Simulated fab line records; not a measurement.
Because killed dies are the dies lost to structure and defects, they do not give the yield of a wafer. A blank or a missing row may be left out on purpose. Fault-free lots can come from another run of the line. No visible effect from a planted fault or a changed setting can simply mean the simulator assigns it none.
Matching of chambers + flow nand harc + NHARC_P_STI_ETCH_42 on rie diel-11 has 4 sister chambers
The step etches the open film in N2/H2, target depth 80 nm, overetch 24 nm, time 61 s. 8 wafers are shown with their chamber, then 7 later ones without.

WAFERS, EACH WITH ITS CHAMBER
| wafer  | chamber | drypump motor current A (A) | rf vpp V (V) |
|--------|---------|-----------------------------|--------------|
| L075.1 | 2       | 5.4                         | 429.8        |
| L083.2 | 1       | 5.8                         | 428.0        |
| L083.3 | 3       | 6.4                         | 430.6        |
| L091.2 | 0       | 6.7                         | 436.1        |
| L091.4 | 2       | 5.5                         | 429.9        |
| L091.6 | 1       | 5.9                         | 428.1        |
| L093.1 | 3       | 6.5                         | 431.5        |
| L093.4 | 0       | 6.6                         | 434.0        |

WAFERS WITH NO CHAMBER GIVEN
| wafer  | drypump motor current A (A) | rf vpp V (V) |
|--------|-----------------------------|--------------|
| L093.6 | 5.5                         | 429.4        |
| L095.2 | 6.7                         | 435.3        |
| L095.5 | 6.7                         | 434.5        |
| L095.6 | 5.9                         | 428.8        |
| L096.1 | 6.5                         | 432.2        |
| L096.3 | 6.6                         | 435.1        |
| L096.4 | 5.4                         | 430.1        |

THE CHAMBER EACH PASSED THROUGH
| wafer  | from the rows above | in truth |
|--------|---------------------|----------|
| L093.6 | 2                   | 2        |
| L095.2 | 0                   | 0        |
| L095.5 | 0                   | 0        |
| L095.6 | 1                   | 1        |
| L096.1 | 3                   | 3        |
| L096.3 | 0                   | 0        |
| L096.4 | 2                   | 2        |
Placed correctly: 7 of 7. Not placeable from these rows: 0. Placed wrongly: 0.
How it was worked out, from the rows above alone: a wafer's distance from a chamber is the root of the sum, over the readings, of the square of ((its reading less the chamber's mean) divided by the reading's scatter). If the next closest chamber is less than 2 further off than the closest, the wafer can't be placed; otherwise it belongs to the closest. A chamber's mean is the mean of its shown wafers. The scatter: take each reading less its chamber's mean, square it, sum over the shown wafers, divide by the number of wafers less the number of chambers, and take the root.
